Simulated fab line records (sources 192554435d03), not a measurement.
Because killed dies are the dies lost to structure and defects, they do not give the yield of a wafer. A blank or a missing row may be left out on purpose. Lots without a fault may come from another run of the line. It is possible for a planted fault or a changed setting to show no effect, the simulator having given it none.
Chamber matching | flow n5_finfet | cmp-04 running N5_BEOL_M5_CMP_52: 4 sister chambers
The step polishes, stops on SiCOH lowk, t overpolish 6.9 s, target thk 62 nm. 4 wafers are shown with their chamber, then 6 later ones without.

== WAFERS PAIRED WITH THEIR CHAMBERS ==
wafer  | chamber | motor_current_A (A)
L131.3 | 0       | 5.2
L130.2 | 1       | 5.7
L130.3 | 2       | 5.6
L127.1 | 3       | 4.5

== WAFERS MISSING THEIR CHAMBER ==
wafer  | motor_current_A (A)
L127.4 | 5.8
L133.1 | 5.0
L133.2 | 5.0
L133.4 | 5.6
L134.3 | 4.8
L134.4 | 5.6

== CHAMBER TAKEN BY EACH ==
wafer  | from the rows above     | in truth
L127.4 | can't be placed: 1 or 2 | 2
L133.1 | can't be placed: 0 or 3 | 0
L133.2 | can't be placed: 0 or 3 | 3
L133.4 | can't be placed: 2 or 1 | 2
L134.3 | can't be placed: 3 or 0 | 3
L134.4 | can't be placed: 2 or 1 | 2
0 of 6 placed correctly. Not placeable from these rows: 6 (in 6, the candidates include the true chamber). Placed wrongly: 0.
How it was worked out, from the rows above alone: a wafer's distance from a chamber is the root of the sum, over the readings, of the square of ((its reading less the chamber's mean) divided by the reading's scatter). The wafer belongs to the nearest chamber; if the next one is less than 2 further off, it can't be placed. Each chamber's mean is taken over the wafers shown for it. The scatter (one wafer shown for each chamber): square how far every hidden wafer sits from the nearest shown wafer, average those squares and take the square root.
